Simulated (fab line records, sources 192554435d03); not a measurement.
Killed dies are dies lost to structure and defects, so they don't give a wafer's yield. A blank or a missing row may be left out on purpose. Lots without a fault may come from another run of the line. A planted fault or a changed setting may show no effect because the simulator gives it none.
Problem report in the 8D (eight disciplines) form, filled by code | flow n5_finfet | the parts of the form that need people (team, actions taken, sign-off) are left out

1. THE PROBLEM
killed_at_M4_up at N5_PASSIVATION_PROBE_49 reads a mean of 814 on 6 wafers of 2 lots; wafers without a fault read 15 with a standard deviation of 6. That is +99 or more standard deviations from the usual mean.
First seen on wafer L937.1, day 14 18:17, on prober-01. The record holds 15 wafers of 5 lots with a number at this step. Rule for "out", or "out of limits": more than 4 standard deviations from the usual mean. The other wafers with a number count as sound.

2. WHAT IT IS AND WHAT IT IS NOT
question                    | is                                                                                                                                     | is not
which readings at this step | killed_at_M4_up, defect_limited_yield, killed_dies, killed_on_rim, sort_bin_5_function, sort_bin_6_memory, sort_n_pass, sort_yield_pct | killed_at_contacts, killed_at_other, killed_open, killed_short
which lots                  | L937, L939                                                                                                                             | L942, L946, L947
which wafers of those lots  | all that have a number                                                                                                                 | -
read on which tools         | prober-01                                                                                                                              | prober-02
when                        | from day 14 18:17                                                                                                                      | up to then (0 sound wafers); but 9 sound wafers of L942, L946, L947 came after

3. SUSPECTS, AND WHAT RULES EACH OUT
Counting: a tool at a process step up to the reading stays a suspect if it ran every lot that is out and no sound lot after the first of them.
- rie_diel-01 at N5_BEOL_M10_ETCH_66 (etches SOC in N2/H2, target depth 120 nm, overetch 24 nm, time 180 s): ruled out as a lasting fault. Sound lots L942 ran on it after its first lot that is out, L937 (day 12 10:30).
- rie_diel-01 at N5_BEOL_M10_STRIP_77 (strips in N2/H2, time 10 s): ruled out as a lasting fault. Sound lots L942 ran on it after its first lot that is out, L937 (day 12 13:32). N5_BEOL_M10_STRIP_77 gives no start for some lots, so the hours and the order of its lots are those of N5_BEOL_M10_CVD_75.
- cvd_co-01 at N5_BEOL_M10_CVD_75 (deposits Co from CCTBA/H2, target thk 2 nm, time 138.9 s): ruled out as a lasting fault. Sound lots L942, L947 ran on it after its first lot that is out, L937 (day 12 13:32).
- prober-01 at N5_PASSIVATION_PROBE_49: ruled out as a lasting fault. Sound lots L942, L947 ran on it after its first lot that is out, L937 (day 14 18:17).
Left after counting: nothing in the record.

4. THE CAUSE (what the simulator had put in)
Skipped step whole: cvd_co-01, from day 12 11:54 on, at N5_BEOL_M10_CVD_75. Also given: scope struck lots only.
Counting ruled it out, wrongly: the rule takes a fault to strike every lot that its tool runs from its start on, and this one did not.

5. THE CHAIN OF EFFECTS, in route order
Each row: a reading whose mean over the struck wafers that have a number lies more than 3 standard deviations from the usual. Only readings for which the record gives a usual standard deviation are gone through. hours: the time from each lot's start at the first step in this table that gives one to its start at this step, as a median over the lots. sigmas: the change in usual standard deviations.
hours | step                    | reading              | usual  | on struck wafers | change | sigmas
0     | N5_PASSIVATION_PROBE_49 | defect_limited_yield | 91.4 % | 24.6             | -66.8  | -45
0     | N5_PASSIVATION_PROBE_49 | killed_at_M4_up      | 15     | 814              | +799   | +99 or more
0     | N5_PASSIVATION_PROBE_49 | killed_dies          | 101    | 890              | +789   | +44
0     | N5_PASSIVATION_PROBE_49 | killed_on_rim        | 14     | 134              | +120   | +27
0     | N5_PASSIVATION_PROBE_49 | sort_bin_5_function  | 5.0 %  | 62.0             | +57.0  | +59
0     | N5_PASSIVATION_PROBE_49 | sort_bin_6_memory    | 3.2 %  | 12.8             | +9.6   | +13
0     | N5_PASSIVATION_PROBE_49 | sort_n_pass          | 1079   | 290              | -789   | -44
0     | N5_PASSIVATION_PROBE_49 | sort_yield_pct       | 91.4 % | 24.6             | -66.8  | -45
The process steps in it:
- N5_PASSIVATION_PROBE_49
Readings that are blank on the struck wafers while sound wafers have them: chamber_pressure_Torr at N5_BEOL_M10_CVD_75; run_length_s at N5_BEOL_M10_CVD_75.

6. WHAT WOULD HAVE CAUGHT IT SOONER
In this record the first reading out of limits was taken at day 14 18:17, 54 hours after the fault began at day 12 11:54.
At N5_BEOL_M10_CVD_75 the tool's readings are blank on the struck wafers, where sound wafers have them: an empty tool record is the first sign, and it was there at once.
